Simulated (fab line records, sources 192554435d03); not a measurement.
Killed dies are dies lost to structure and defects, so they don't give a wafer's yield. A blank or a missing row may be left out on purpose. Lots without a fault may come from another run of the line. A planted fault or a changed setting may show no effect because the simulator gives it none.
fab line records | flow n5_finfet
record lots=6 wafers=17 last_day=16
route steps=1938 shown BEOL_M12@1605
lots that met no fault: from a run of the same line without faults
start_h: hours from the record's first day to the start of the lot's first wafer shown | wait_h: hours since the lot's step before | " the same as in the row above | L1.1+2: a row that stands for several wafers | - no value, or no start given | * or withheld: withheld | < > ~ a bound
route shown NAME@n: a module of which the file shows steps, and the number in the route of the first | usual: mean/standard deviation of fault-free wafers | same: alike in all rows | chamber/n: place in a boat | sites: the reading at each site | _std_site: their standard deviation | _edge_site: outer sites' mean less inner sites' | radius_mm: how far each site lies from the wafer's centre | mask NAME#n: copy n | behind: the tool/chamber that last shaped the wafer | hold: why the lot was held/for how many hours/how that ended | device: the transistor (n, p or np) that didn't switch | end of line: the same wafers' tests at the end of the route | a step without rows: its recipe alone | killed: dies lost to structure and defects at the first sort, not the wafer's yield | map: a wafer's dies, x killed, . not, _ none there
set.NAME: the setting as run; set.NAME@STEP: as run at that earlier step | model.NAME: the simulator's own value behind a step, which no gauge read
lots at some steps of the route; a table a step, a row a wafer
services: from which hour (start_h, from the record's first day; less than 0 if before it) a tool's chamber was out of use, for how many hours, and why
## steps
# step N5_BEOL_M12_COAT_04
# recipe spin_rpm=1625 resist_thk_nm=400
# step N5_BEOL_M12_EBR_06
# recipe solvent=PGMEA ebr_width_mm=1.5
# step N5_BEOL_M12_SOFTBAKE_05
# recipe temp_c=130 time_s=60
# step N5_BEOL_M12_EXPOSE_07
# recipe mask_id=V11 na=0.93 source_shape=conventional sigma_outer=0.6 polarization=unpolarized attpsm_phase_deg=180 dose_mj=32.5
# step N5_BEOL_M12_PEB_08
# recipe peb_temp_c=130 peb_time_s=90
# step N5_BEOL_M12_DEVELOP_09
# recipe develop_time_s=45 rinse_liquid=diw dry=air_spin dev_temp_c=21
# step N5_BEOL_M12_HARDBAKE_14
# recipe temp_c=130 time_s=120
# step N5_BEOL_M12_CD_MEAS_10
# recipe target_cd_nm=140 landing_energy_ev=500 detector=se_inlens polarity=opening
# usual cd_nm=140.2/1.8
# columns lot.wafer tool chamber start_h wait_h cd_nm
L500.1 cd_sem-01 0 224.13 - 141.9
L500.3 " 0 " " 141.9
L500.5 " 0 " " 138.9
L505.2 cd_sem-01 0 262.73 - 138.3
L505.4 " 0 " " 135.5
L505.5 " 0 " " 138.5
L511.1 cd_sem-02 0 305.73 - 141.0
L511.4 " 0 " " 138.9
L511.6 " 0 " " 140.6
L510.3 cd_sem-02 0 307.24 - 142.5
L510.4 " 0 " " 140.6
L510.6 " 0 " " 144.5
L512.3 cd_sem-03 0 308.05 - 141.3
L512.6 " 0 " " 138.3
L518.2 cd_sem-01 0 347.81 - 143.0
L518.3 " 0 " " 140.0
L518.5 " 0 " " 143.2
# step N5_BEOL_M12_OVL_MEAS_11
# recipe points_per_wafer=44
# usual V11_OVL=3/5.7
# columns lot.wafer tool chamber start_h wait_h V11_OVL[nm]
L500.1 overlay-01 0 224.16 0.0 0
L500.3 " 0 " " 3
L500.5 " 0 " " 2
L505.2 overlay-02 0 262.76 0.0 -13
L505.4 " 0 " " -7
L505.5 " 0 " " -3
L511.1 overlay-02 0 305.76 0.0 3
L511.4 " 0 " " 4
L511.6 " 0 " " 1
L510.3 overlay-01 0 307.27 0.0 -5
L510.4 " 0 " " 5
L510.6 " 0 " " -3
L512.3 overlay-02 0 308.08 0.0 7
L512.6 " 0 " " 11
L518.2 overlay-02 0 347.84 0.0 -10
L518.3 " 0 " " -4
L518.5 " 0 " " 0
# step N5_BEOL_M12_INSPECT_12
# recipe mode=adi inspect_instrument=macro
# usual raw_defect_count=2.0/1.5
# columns lot.wafer tool chamber start_h wait_h raw_defect_count
L500.1 defect_inspect-02 - 224.18 0.0 2
L500.3 " - " " 3
L500.5 " - " " 2
L505.2 defect_inspect-01 - 262.78 0.0 3
L505.4 " - " " 3
L505.5 " - " " 1
L511.1 defect_inspect-02 - 305.79 0.0 2
L511.4 " - " " 0
L511.6 " - " " 5
L510.3 defect_inspect-01 - 307.30 0.0 0
L510.4 " - " " 2
L510.6 " - " " 2
L512.3 defect_inspect-02 - 308.10 0.0 2
L512.6 " - " " 3
L518.2 defect_inspect-01 - 347.87 0.0 4
L518.3 " - " " 1
L518.5 " - " " 4
# step N5_BEOL_M12_DESCUM_15
# recipe chemistry=O2 time_s=7.9 source_power_w=50 bias_power_w=20 pressure_mtorr=20 rf_frequency_hz=2.712e+07 temp_c=40 o2_flow_sccm=225
# usual drypump_motor_current_A=5.8/0.47 oes_product_au=0.83/0.097 rf_vpp_V=243.0/1.5 showerhead_plenum_p_Torr=2.09/0.092 throttle_valve_pct=20.34/0.19
# columns lot.wafer tool chamber start_h wait_h drypump_motor_current_A oes_product_au rf_hours_counter_h rf_vpp_V showerhead_plenum_p_Torr throttle_valve_pct
L500.1 rie_diel-06 3 224.25 0.1 6.5 0.84 71 242.4 2.01 20.19
L500.3 " 1 " " 6.0 0.68 257 241.2 2.07 20.93
L500.5 " 2 " " 5.5 0.68 - 241.1 1.97 20.47
L505.2 rie_diel-05 3 262.82 0.0 5.6 0.97 11 240.9 2.04 20.31
L505.4 " 1 " " 6.0 0.82 76 242.1 2.05 20.27
L505.5 " 3 " " 5.6 0.96 - 243.1 2.04 20.31
L511.1 rie_diel-06 3 305.82 0.0 6.5 0.79 102 241.6 2.00 20.23
L511.4 " 0 " " 6.6 0.89 - 242.8 2.04 20.30
L511.6 " 1 " " 6.0 0.92 - 242.7 2.06 20.50
L510.3 rie_diel-05 1 307.55 0.3 6.1 0.81 94 241.5 2.04 20.30
L510.4 " 1 " " 6.1 0.80 - 242.2 2.04 20.30
L510.6 " 3 " " 5.6 0.93 - 241.2 2.04 20.34
L512.3 rie_diel-06 0 308.14 0.0 6.6 0.88 29 240.7 2.04 20.29
L512.6 " 0 " " 6.6 0.88 - 243.2 2.04 20.31
L518.2 rie_diel-04 1 349.45 1.6 5.2 0.65 251 241.9 1.98 20.19
L518.3 " 2 " " 5.8 0.68 238 244.3 2.17 20.77
L518.5 " 1 " " 5.2 0.65 - 241.8 1.98 20.18
# step N5_BEOL_M12_ETCH_59
# recipe chemistry=N2/H2 target=BARC target_depth_a=890 overetch_a=267 time_s=67.9 ion_energy_ev=200 pressure_mtorr=30 source_w=840 bias_w=150 n2_flow_sccm=200 h2_flow_sccm=200
# usual bias_w=150.1/0.44 drypump_motor_current_A=5.8/0.47 oes_product_au=0.71/0.076 rf_vpp_V=523.5/2.8 showerhead_plenum_p_Torr=2.53/0.097 throttle_valve_pct=17.80/0.24
# columns lot.wafer tool chamber start_h wait_h bias_w drypump_motor_current_A oes_product_au rf_hours_counter_h rf_vpp_V showerhead_plenum_p_Torr throttle_valve_pct
L500.1 rie_diel-06 3 224.28 0.0 149.4 6.5 0.72 71 522.5 2.47 17.81
L500.3 " 1 " " 150.8 6.0 0.58 257 522.0 2.49 18.25
L500.5 " 2 " " 150.6 5.4 0.60 - 521.5 2.43 18.25
L505.2 rie_diel-05 3 262.85 0.0 149.8 5.6 0.81 11 521.9 2.51 18.05
L505.4 " 1 " " 150.5 6.1 0.70 76 521.7 2.49 17.75
L505.5 " 3 " " 149.5 5.6 0.82 - 523.5 2.51 18.06
L511.1 rie_diel-06 3 305.86 0.0 150.3 6.5 0.68 102 520.0 2.46 17.87
L511.4 " 0 " " 150.3 6.6 0.77 - 522.1 2.47 17.65
L511.6 " 1 " " 150.6 6.0 0.78 - 520.7 2.49 17.79
L510.3 rie_diel-05 1 307.58 0.0 150.1 6.0 0.68 94 522.1 2.49 17.79
L510.4 " 1 " " 150.2 6.0 0.69 - 521.6 2.49 17.79
L510.6 " 3 " " 150.4 5.6 0.78 - 522.9 2.51 18.09
L512.3 rie_diel-06 0 308.17 0.0 150.3 6.6 0.76 29 522.0 2.47 17.66
L512.6 " 0 " " 150.0 6.6 0.77 - 522.7 2.46 17.66
L518.2 rie_diel-04 1 349.48 0.0 150.7 5.2 0.59 251 520.6 2.40 17.63
L518.3 " 2 " " 150.7 5.8 0.59 238 526.0 2.62 18.21
L518.5 " 1 " " 150.2 5.2 0.58 - 519.7 2.40 17.62
# step N5_BEOL_M12_VIA_ETCH_16
# recipe chemistry=C4F8/O2/Ar target=SiOC pressure_mtorr=30 source_w=3000 bias_w=700 Ar_flow_sccm=400 C4F8_flow_sccm=15 O2_flow_sccm=8 he_inner_torr=15 he_outer_torr=30 target_depth_a=7248 time_s=withheld ion_energy_ev=250 ends=cleared
# usual bias_w=699.9/2 drypump_motor_current_A=5.9/0.47 oes_product_au=0.75/0.084 rf_vpp_V=665/3.5 showerhead_plenum_p_Torr=3.40/0.14 throttle_valve_pct=24.09/0.18
# columns lot.wafer tool chamber start_h wait_h bias_w drypump_motor_current_A oes_product_au rf_vpp_V showerhead_plenum_p_Torr throttle_valve_pct
L500.1 rie_diel-06 3 224.34 0.0 700.4 6.5 0.76 662 3.28 23.88
L500.3 " 1 " " 700.2 6.0 0.61 665 3.33 24.38
L500.5 " 2 " " 700.6 5.5 0.61 660 3.21 24.07
L505.2 rie_diel-05 3 262.90 0.0 696.4 5.6 0.86 663 3.39 24.34
L505.4 " 1 " " 701.1 6.1 0.74 662 3.35 24.02
L505.5 " 3 " " 695.8 5.6 0.86 663 3.39 24.32
L511.1 rie_diel-06 3 305.91 0.0 700.1 6.5 0.72 662 3.26 23.91
L511.4 " 0 " " 702.1 6.6 0.80 664 3.37 24.26
L511.6 " 1 " " 695.7 6.0 1.15 664 3.31 24.12
L510.3 rie_diel-05 1 307.64 0.0 700.2 6.1 0.72 663 3.34 24.05
L510.4 " 1 " " 699.2 6.1 0.72 662 3.34 24.05
L510.6 " 3 " " 698.9 5.6 0.82 665 3.38 24.35
L512.3 rie_diel-06 0 308.22 0.0 696.6 6.6 0.80 663 3.37 24.25
L512.6 " 0 " " 700.1 6.6 1.09 664 3.37 24.34
L518.2 rie_diel-04 1 349.54 0.0 702.4 5.2 0.60 661 3.22 23.74
L518.3 " 2 " " 700.0 5.8 0.62 666 3.49 24.33
L518.5 " 1 " " 700.8 5.3 0.60 661 3.22 23.73
# step N5_BEOL_M12_STRIP_63
# recipe chemistry=N2/H2 power_w=1000 temp_c=250 h2_frac=0.65 overash_fraction=0.3 pressure_mtorr=1000 n2_flow_sccm=1750 h2_flow_sccm=3250
# usual drypump_motor_current_A=5.77/0.26 heater_power_w=336/32 oes_product_au=0.692/0.0047 strip_time_to_endpoint_s=42.3/1.1
# same overash_fraction=0.3
# columns lot.wafer tool chamber start_h wait_h drypump_motor_current_A heater_power_w oes_product_au rf_hours_counter_h strip_time_to_endpoint_s
L500.1 plasma_asher-02 1 224.54 - 5.64 359 0.695 66 41.3
L500.3 " 0 " " 5.79 304 0.694 - 42.0
L500.5 " 1 " " 5.63 360 0.690 - 41.8
L505.2 plasma_asher-01 1 263.10 - 5.46 295 0.697 126 42.1
L505.4 " 0 " " 6.24 374 0.686 - 41.5
L505.5 " 1 " " 5.45 308 0.689 - 42.6
L511.1 plasma_asher-02 1 306.11 - 5.62 358 0.702 81 41.3
L511.4 " 0 " " 5.82 309 0.697 - 41.6
L511.6 " 1 " " 5.62 358 0.693 - 41.1
L510.3 plasma_asher-02 1 307.85 - 5.63 355 0.693 - 42.0
L510.4 " 0 " " 5.81 309 0.683 - 40.6
L510.6 " 0 " " 5.79 310 0.694 - 43.3
L512.3 plasma_asher-02 1 308.44 - 5.63 367 0.689 - 42.5
L512.6 " 1 " " 5.64 357 0.692 - 42.3
L518.2 plasma_asher-01 0 349.73 - 6.26 376 0.697 144 44.4
L518.3 " 1 " " 5.46 305 0.689 - 45.2
L518.5 " 1 " " 5.46 300 0.694 - 44.2
## services
# columns tool chamber start_h hours kind
rie_diel-05 3 209.61 4.5 repair
rie_diel-05 3 217.52 - clean
rie_diel-05 3 217.52 - consumable_replace:focus_ring
rie_diel-05 3 217.52 14.1 scheduled_down
rie_diel-05 0 223.81 5.5 repair
rie_diel-06 1 228.90 - clean
rie_diel-06 1 228.90 - consumable_replace:focus_ring
rie_diel-06 1 228.90 14.3 scheduled_down
rie_diel-06 1 228.90 14.3 vent_cycle
rie_diel-04 - 266.81 2.4 repair
rie_diel-06 - 267.21 0.6 repair
plasma_asher-02 - 275.34 14.6 pm
rie_diel-06 - 275.37 4.3 pm
rie_diel-06 2 294.86 13.9 repair
rie_diel-04 2 302.94 7.1 repair
rie_diel-04 2 310.68 4.4 repair
plasma_asher-01 - 328.18 4.7 repair
rie_diel-05 - 333.69 15.6 pm
rie_diel-06 2 334.08 - clean
rie_diel-06 2 334.08 - consumable_replace:focus_ring
rie_diel-06 2 334.08 - consumable_replace:showerhead
rie_diel-06 2 334.08 21.2 scheduled_down
rie_diel-06 2 334.08 21.2 vent_cycle
rie_diel-04 3 347.13 14.3 repair
## key
first_sign step=N5_BEOL_M12_VIA_ETCH_16 reading=oes_product_au direction=up sigmas=4.4 usual=0.75 struck=1.12
effect none on later readings
met_at N5_BEOL_M12_VIA_ETCH_16
struck_wafers L511.6,L512.6
onset_between 224.34 305.91
fault kind=process_parameter_drift tool=rie_diel-06 chamber=- onset_h=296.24 steps=N5_BEOL_M12_VIA_ETCH_16 channel=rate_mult offset=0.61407 shape=step end_h=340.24 scope=struck_wafers_only
